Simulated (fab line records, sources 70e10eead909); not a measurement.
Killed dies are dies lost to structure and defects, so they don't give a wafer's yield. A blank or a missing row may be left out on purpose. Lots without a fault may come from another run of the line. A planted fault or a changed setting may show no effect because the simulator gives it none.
One fault seen from 3 desks | flow nand_harc | each desk has only its own numbers; what lay behind them comes last

THE DEFECT DESK
What the inspections along the route counted, lot by lot: means of the sampled wafers that have a number. A lot is out of limits, marked OUT, if its mean lies more than 4 standard deviations from the usual mean; the brackets give that distance.
Columns: A = raw_defect_count at NHARC_P_M1_INSPECT_27, usual 304
lot  | first seen here | A
L138 | day 5 21:07     | 239
L140 | day 6 19:37     | 740
L141 | day 7 01:48     | 210
L144 | day 7 16:29     | 208
L145 | day 7 23:02     | 244
L146 | day 8 02:04     | 238
L147 | day 8 03:38     | 373
L148 | day 8 07:26     | 416
L157 | day 10 18:26    | 224
L156 | day 10 19:01    | 266
L159 | day 11 06:04    | 241
L158 | day 11 06:58    | 372
L161 | day 12 00:53    | 186
This desk's finding: nothing out of limits on any of the 13 lots.

THE METROLOGY DESK
What the gauges read, lot by lot, whatever tool the lot ran on: means of the sampled wafers that have a number. A lot is out of limits, marked OUT, if its mean lies more than 4 standard deviations from the usual mean; the brackets give that distance.
Columns: A = thk_nm at NHARC_P_M1_THK_MEAS_24, usual 157.5 nm; B = cd_nm at NHARC_P_M2_CD_MEAS_09, usual 169.9 nm
lot  | first seen here | A     | B
L138 | day 5 20:58     | 154.3 | 170.9
L140 | day 6 19:28     | 158.1 | 170.4
L141 | day 7 01:38     | 158.3 | 170.0
L144 | day 7 16:20     | 157.8 | 170.1
L145 | day 7 22:52     | 156.2 | 170.1
L146 | day 8 01:54     | 157.9 | 169.7
L147 | day 8 03:29     | 155.9 | 169.9
L148 | day 8 07:16     | 158.2 | 170.0
L157 | day 10 18:17    | 158.0 | 169.4
L156 | day 10 18:46    | 157.5 | 168.8
L159 | day 11 05:55    | 156.5 | 169.8
L158 | day 11 06:49    | 157.3 | 169.9
L161 | day 12 00:44    | 157.8 | 169.0
This desk's finding: nothing out of limits on any of the 13 lots.

THE TOOL OWNER'S DESK: wet_bench-10
The tool's own readings at NHARC_P_M2_STRIP_19 (strips in post etch residue remover, time 600 s): means of the sampled wafers that have a number, for each lot that ran on this tool. A lot is out of limits, marked OUT, if its mean lies more than 4 standard deviations from the usual mean; the brackets give that distance.
Columns: A = bath_heat_duty_pct at NHARC_P_M2_STRIP_19, usual 12.8 %; B = run_length_s at NHARC_P_M2_STRIP_19, usual 603.3 s
lot  | first seen here | A    | B
L138 | day 5 23:31     | 13.4 | 603.8
L140 | day 6 21:56     | 13.8 | 602.9
L141 | day 7 04:16     | 12.3 | 603.2
L145 | day 8 01:25     | 13.1 | 603.4
L157 | day 10 20:38    | 12.8 | 603.1
L156 | day 10 21:23    | 13.3 | 604.2
This desk's finding: nothing out of limits on any of the 6 lots.

PUT TOGETHER
The defect desk saw nothing out of limits.
The metrology desk saw nothing out of limits.
The tool owner's desk saw nothing out of limits.

WHAT THE SIMULATOR HAD PUT IN
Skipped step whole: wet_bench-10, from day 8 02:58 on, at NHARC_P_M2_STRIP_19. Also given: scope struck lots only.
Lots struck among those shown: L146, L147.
